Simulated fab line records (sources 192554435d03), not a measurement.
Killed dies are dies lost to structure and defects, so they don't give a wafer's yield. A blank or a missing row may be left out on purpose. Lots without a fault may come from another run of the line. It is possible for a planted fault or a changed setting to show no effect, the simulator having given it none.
Chamber matching / flow n5 finfet / 4 sister chambers for N5_BEOL_M11_STRIP_36 on rie diel-02
The step strips in N2/H2. 8 wafers are shown with their chamber, then 8 later ones without.

== WAFERS, EACH WITH ITS CHAMBER ==
wafer=L076.2; chamber=2; showerhead plenum p Torr (Torr)=2.53; drypump motor current A (A)=6.4
wafer=L076.4; chamber=1; showerhead plenum p Torr (Torr)=2.53; drypump motor current A (A)=5.8
wafer=L077.2; chamber=1; showerhead plenum p Torr (Torr)=2.53; drypump motor current A (A)=5.8
wafer=L077.5; chamber=2; showerhead plenum p Torr (Torr)=2.53; drypump motor current A (A)=6.5
wafer=L079.3; chamber=0; showerhead plenum p Torr (Torr)=2.59; drypump motor current A (A)=5.1
wafer=L079.4; chamber=0; showerhead plenum p Torr (Torr)=2.59; drypump motor current A (A)=5.0
wafer=L082.5; chamber=3; showerhead plenum p Torr (Torr)=2.71; drypump motor current A (A)=5.6
wafer=L089.1; chamber=3; showerhead plenum p Torr (Torr)=2.70; drypump motor current A (A)=5.6

== WAFERS WITH NO CHAMBER GIVEN ==
wafer=L089.2; showerhead plenum p Torr (Torr)=2.52; drypump motor current A (A)=6.5
wafer=L089.6; showerhead plenum p Torr (Torr)=2.58; drypump motor current A (A)=5.1
wafer=L092.1; showerhead plenum p Torr (Torr)=2.51; drypump motor current A (A)=5.8
wafer=L092.2; showerhead plenum p Torr (Torr)=2.52; drypump motor current A (A)=6.4
wafer=L092.5; showerhead plenum p Torr (Torr)=2.51; drypump motor current A (A)=5.8
wafer=L095.1; showerhead plenum p Torr (Torr)=2.52; drypump motor current A (A)=6.5
wafer=L095.4; showerhead plenum p Torr (Torr)=2.51; drypump motor current A (A)=5.8
wafer=L095.6; showerhead plenum p Torr (Torr)=2.69; drypump motor current A (A)=5.6

== CHAMBER TAKEN BY EACH ==
wafer=L089.2; from the rows above=2; in truth=2
wafer=L089.6; from the rows above=0; in truth=0
wafer=L092.1; from the rows above=1; in truth=1
wafer=L092.2; from the rows above=2; in truth=2
wafer=L092.5; from the rows above=1; in truth=1
wafer=L095.1; from the rows above=2; in truth=2
wafer=L095.4; from the rows above=1; in truth=1
wafer=L095.6; from the rows above=3; in truth=3
Correctly placed: 8 of 8. Can't be placed from these rows: 0. Placed wrongly: 0.
How it was worked out, from the rows above alone: a wafer's distance from a chamber is the root of the sum, over the readings, of the square of ((its reading less the chamber's mean) divided by the reading's scatter). If the next closest chamber is less than 2 further off than the closest, the wafer can't be placed; otherwise it belongs to the closest. Each chamber's mean is taken over the wafers shown for it. How the scatter is found: for the shown wafers, subtract from each reading the mean of its chamber, square and add these, divide the total by (wafers less chambers), then take the root.
